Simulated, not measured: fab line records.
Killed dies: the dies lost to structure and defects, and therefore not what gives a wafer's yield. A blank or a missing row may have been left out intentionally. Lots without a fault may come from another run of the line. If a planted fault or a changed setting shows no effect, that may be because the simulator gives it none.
fab line records -- flow n5Finfet
[record] lots = 7, wafers = 39
route steps=1938 shown FIN_SAQP@108 DUMMY_GATE@214 SD_EPI_P@321 HKMG_FIN@412 GATE_CUT@501 MOL_CONTACT_COAG@562 BEOL_M4@1111
startH: the number of hours between the record's first day and the start of the first shown wafer of the lot -- waitH: hours from the lot's prior step to this one -- " same as the row above -- L1.1+2: a single row standing in for several wafers -- - no value, or no start was given -- * or withheld: withheld -- < > ~ a bound
route shown NAME@n: NAME is a module with steps in the file, n the number in the route of the first one -- usual: the fault-free wafers' mean and standard deviation -- same: alike in all rows -- chamber/n: place in a boat -- sites: the reading at each site -- _std_site: their standard deviation -- _edge_site: mean of outer sites minus mean of inner sites -- radiusMm: how far each site lies from the wafer's centre -- mask NAME#n: copy n -- behind: the last tool/chamber to shape the wafer -- hold: why the lot was held/for how many hours/how that ended -- device: names the non-switching transistor (n, p or np) -- end of line: the tests these same wafers got at the end of their route -- a step without rows: its recipe alone -- killed: dies lost to structure and defects at the first sort, not the wafer's yield -- map: a wafer's dies, marking killed ones x, the rest . and places with no die _
set.NAME: setting as actually run; set.NAME@STEP: the setting as run at that earlier step -- model.NAME: the simulator's own value behind a step, which no gauge read
lots run with intentionally changed settings; tables by step, rows by wafer
[[steps]]
[step N5_FIN_SAQP_EXPOSE_13]
[recipe] maskId = FIN_CORE, na = 1.35, sourceShape = dipole, sigmaInner = 0.538, sigmaOuter = 0.738, polarization = te, targetCdNm = 35.6, doseMj = 63.25
[step N5_FIN_SAQP_ETCH_52]
[recipe] chemistry = N2/H2, target = SOC, targetDepthA = 1000, overetchA = 200, maskMaterial = SiARC, tempC = 40, timeS = 150, ionEnergyEv = 200, pressureMtorr = 30, sourceW = 840, biasW = 150, n2FlowSccm = 200, h2FlowSccm = 200, ends = endPoint
[step N5_DUMMY_GATE_ALD_02]
[recipe] material = SiO2, targetThkA = 20, tempC = 300, aldPrecursorFamily = BDEAS, aldCoReactant = O2-plasma, pulseTimeS = 1, pressureTorr = 2
[step N5_DUMMY_GATE_ETCH_32]
[recipe] chemistry = CF4, target = SiO2, targetDepthA = 35, timeS = 3.9, ionEnergyEv = 350, pressureMtorr = 10, icpW = 800, biasW = 400, cf4FlowSccm = 80
[step N5_DUMMY_GATE_ETCH_44]
[recipe] chemistry = HBr/O2, overEtchFrac = 0.7, targetDepthA = 1275, stopOn = SiO2, ionEnergyEv = 60, biasW = 20, target = poly-Si, maskMaterial = SiO2, pressureMtorr = 20, icpW = 400, HBr_flow_sccm = 120, O2_flow_sccm = 10
[step N5_SD_EPI_P_EPI_21]
[recipe] material = SiGe:B, dopant = B, tempC = 550, pressureTorr = 20, ambient = H2, timeS = 355
[step N5_HKMG_FIN_ALD_79]
[recipe] material = TiN, targetThkA = 15, tempC = 400, aldPrecursorFamily = TiCl4, aldCoReactant = NH3, pulseTimeS = 1, purgeTimeS = 3, coReactantPurgeTimeS = 2, coReactantPulseTimeS = 2, aldCycles = 68, pressureTorr = 3
[step N5_GATE_CUT_CUT_ETCH_54]
[recipe] chemistry = Cl2/BCl3, target = TiN, maskMaterial = SiO2, targetDepthA = 967, pressureMtorr = 10, icpW = 1000, biasW = 126, Cl2_flow_sccm = 53.25, bcl3FlowSccm = 21.75, Ar_flow_sccm = 25, ends = cleared
[step N5_MOL_CONTACT_COAG_ALD_123]
[recipe] material = SiNx, targetThkA = 50, tempC = 400, aldPrecursorFamily = SiH2I2, aldCoReactant = N2/H2-plasma, pulseTimeS = 1, purgeTimeS = 2, coReactantPurgeTimeS = 2, aldCycles = 100, pressureTorr = 2
[step N5_BEOL_M4_RC_MEAS_101]
[usual] RC_DENSE_P = 23.6/0.45, RC_P = 19.3/0.35, REXT_P = 99.8/2.1, RS_SD_P = 65.9/1.2
lot.wafer,tool,chamber,startH,waitH,set.doseMj@FIN_SAQP_EXPOSE_13,set.sourceW@FIN_SAQP_ETCH_52,set.targetThkA@DUMMY_GATE_ALD_02,set.timeS@DUMMY_GATE_ETCH_32,set.targetDepthA@DUMMY_GATE_ETCH_44,set.dopantConcCm3@SD_EPI_P_EPI_21,set.coReactantPulseTimeS@HKMG_FIN_ALD_79,set.Cl2_flow_sccm@GATE_CUT_CUT_ETCH_54,set.aldCycles@MOL_CONTACT_COAG_ALD_123,RC_DENSE_P[ohm.um],RC_P[ohm.um],REXT_P[ohm.um],RS_SD_P[ohm/sq]
L075.1,prober-02,0,174.07,0.0,63.25,840,21.29,3.9,1123,3.308e+20,2,53.25,100,22.1,18.1,93.2,60.5
L075.2,prober-02,0,174.07,0.0,63.25,840,20,3.9,1275,3e+20,2,53.25,89,23.9,19.6,99.6,65.8
L075.3,prober-02,0,174.07,0.0,65.9,840,21.29,3.406,1275,3.308e+20,1.613,53.25,89,22.9,18.6,92.9,61.5
L075.4,prober-02,0,174.07,0.0,65.9,840,20,3.9,1123,3e+20,1.613,53.25,89,23.5,19.4,99.7,65.8
L075.5,prober-02,0,174.07,0.0,63.25,840,20,3.406,1275,3.308e+20,2,53.25,100,22.1,18.2,93.6,60.1
L075.6,prober-02,0,174.07,0.0,65.9,840,21.29,3.406,1123,3e+20,1.613,53.25,100,23.8,19.4,98.5,65.1
L084.1,prober-02,0,218.91,0.2,63.25,840,21.04,4.141,1275,2.715e+20,2,53.25,100,26.2,21.3,106.1,72.7
L084.2,prober-02,0,218.91,0.2,63.25,840,20,3.9,1275,3e+20,2.421,53.25,100,23.8,19.2,98.1,67.5
L084.3,prober-02,0,218.91,0.2,67.62,840,20,4.141,1275,2.715e+20,2,53.25,100,25.5,20.8,104.4,71.9
L084.4,prober-02,0,218.91,0.2,63.25,840,21.04,3.9,1168,2.715e+20,2.421,53.25,100,24.9,20.5,104.7,72.6
L084.5,prober-02,0,218.91,0.2,67.62,840,20,3.9,1168,3e+20,2,53.25,100,23.8,19.4,97.7,66.9
L084.6,prober-02,0,218.91,0.2,67.62,840,21.04,4.141,1168,3e+20,2.421,53.25,100,23.2,19.2,98.3,67.4
L083.1,prober-02,0,233.87,0.0,63.25,687.7,21.89,3.399,1195,3.426e+20,2.433,65.31,112,21.7,17.6,90.9,59.7
L083.2,prober-02,0,233.87,0.0,61.47,840,20,3.9,1275,3.426e+20,2.433,65.31,100,21.9,17.7,91.9,60.3
L083.3,prober-02,0,233.87,0.0,61.47,687.7,20,3.399,1195,3e+20,2,65.31,100,23.6,19.4,100.4,66.6
L083.4,prober-02,0,233.87,0.0,63.25,687.7,21.89,3.9,1275,3e+20,2,53.25,112,23.8,19.2,100.6,66.7
L083.5,prober-02,0,233.87,0.0,61.47,840,21.89,3.9,1195,3e+20,2.433,53.25,100,23.5,19.4,100.4,68.0
L083.6,prober-02,0,233.87,0.0,63.25,840,20,3.399,1275,3.426e+20,2,53.25,112,22.1,18.0,91.9,60.9
L086.1,prober-01,0,243.84,0.0,63.25,840,20,3.9,1275,3e+20,2,53.25,100,24.6,19.8,101.6,64.9
L086.2,prober-01,0,243.84,0.0,63.25,840,20,3.9,1275,3e+20,2,53.25,100,24.5,19.7,102.7,65.0
L086.4,prober-01,0,243.84,0.0,63.25,840,20,3.9,1275,3e+20,2,53.25,100,24.4,19.8,103.7,65.1
L092.1,prober-01,0,277.95,0.0,65.03,840,20,4.832,1212,3e+20,2,53.25,100,23.8,19.3,99.9,66.1
L092.2,prober-01,0,277.95,0.0,65.03,840,20,3.9,1212,3e+20,2.303,65.13,100,24.2,19.6,100.6,67.2
L092.3,prober-01,0,277.95,0.0,65.03,840,20,4.832,1275,2.741e+20,2.303,65.13,100,25.3,20.8,108.0,71.1
L092.4,prober-01,0,277.95,0.0,63.25,840,20,3.9,1212,2.741e+20,2.303,53.25,100,25.4,20.8,107.4,71.2
L092.5,prober-01,0,277.95,0.0,63.25,840,20,3.9,1275,2.741e+20,2,65.13,100,25.0,20.3,107.1,72.0
L092.6,prober-01,0,277.95,0.0,63.25,840,20,4.832,1275,3e+20,2,53.25,100,23.7,19.4,101.8,67.5
L094.1,prober-01,0,294.50,0.0,68.3,840,22.64,4.148,1275,3e+20,2,62.97,100,23.2,19.1,98.8,66.5
L094.2,prober-01,0,294.50,0.0,68.3,764.7,20,4.148,1352,3e+20,2.443,53.25,113,23.7,19.1,100.3,64.5
L094.3,prober-01,0,294.50,0.0,63.25,840,20,4.148,1275,3e+20,2.443,62.97,113,22.9,19.0,99.3,64.6
L094.4,prober-01,0,294.50,0.0,63.25,764.7,20,3.9,1352,3e+20,2,53.25,113,23.7,19.4,100.1,64.3
L094.5,prober-01,0,294.50,0.0,68.3,764.7,22.64,3.9,1275,3e+20,2,53.25,100,23.5,19.2,98.8,66.0
L094.6,prober-01,0,294.50,0.0,63.25,840,22.64,3.9,1352,3e+20,2.443,62.97,100,23.1,18.9,99.6,65.4
L097.1,prober-02,0,304.14,0.0,63.25,840,17.18,3.9,1275,3e+20,2,64.58,100,23.9,19.6,100.1,68.0
L097.2,prober-02,0,304.14,0.0,63.25,958.6,20,3.9,1275,3e+20,2,53.25,100,23.8,19.2,99.7,68.3
L097.3,prober-02,0,304.14,0.0,61.81,840,20,3.9,1275,3.158e+20,2,64.58,100,23.2,18.9,95.8,65.2
L097.4,prober-02,0,304.14,0.0,61.81,840,20,3.9,1275,3.158e+20,2,53.25,100,23.0,18.8,95.7,65.3
L097.5,prober-02,0,304.14,0.0,63.25,958.6,17.18,3.9,1275,3.158e+20,2,64.58,100,23.3,19.0,96.3,64.7
L097.6,prober-02,0,304.14,0.0,61.81,958.6,17.18,3.9,1275,3e+20,2,53.25,100,23.7,19.6,100.1,68.1
[[key]]
[split] step = N5_FIN_SAQP_EXPOSE_13, setting = doseMj, statedAs = 63.25
response none clear
[split] step = N5_FIN_SAQP_ETCH_52, setting = sourceW, statedAs = 840
response none clear
[split] step = N5_DUMMY_GATE_ALD_02, setting = targetThkA, statedAs = 20
response none clear
[split] step = N5_DUMMY_GATE_ETCH_32, setting = timeS, statedAs = 3.9
response none clear
[split] step = N5_DUMMY_GATE_ETCH_44, setting = targetDepthA, statedAs = 1275
response none clear
[split] step = N5_SD_EPI_P_EPI_21, setting = dopantConcCm3, statedAs = 3e+20
[response] step = N5_BEOL_M4_RC_MEAS_101, reading = RS_SD_P, slope = -0.496, per = 1%, togetherWith = all, explained = 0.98
[response] step = N5_BEOL_M4_RC_MEAS_101, reading = REXT_P, slope = -0.682, per = 1%, togetherWith = all, explained = 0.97
[response] step = N5_BEOL_M4_RC_MEAS_101, reading = RC_P, slope = -0.126, per = 1%, togetherWith = all, explained = 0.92
[response] step = N5_BEOL_M4_RC_MEAS_101, reading = RC_DENSE_P, slope = -0.147, per = 1%, togetherWith = all, explained = 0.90
[split] step = N5_HKMG_FIN_ALD_79, setting = coReactantPulseTimeS, statedAs = 2
response none clear
[split] step = N5_GATE_CUT_CUT_ETCH_54, setting = Cl2_flow_sccm, statedAs = 53.25
response none clear
[split] step = N5_MOL_CONTACT_COAG_ALD_123, setting = aldCycles, statedAs = 100
response none clear
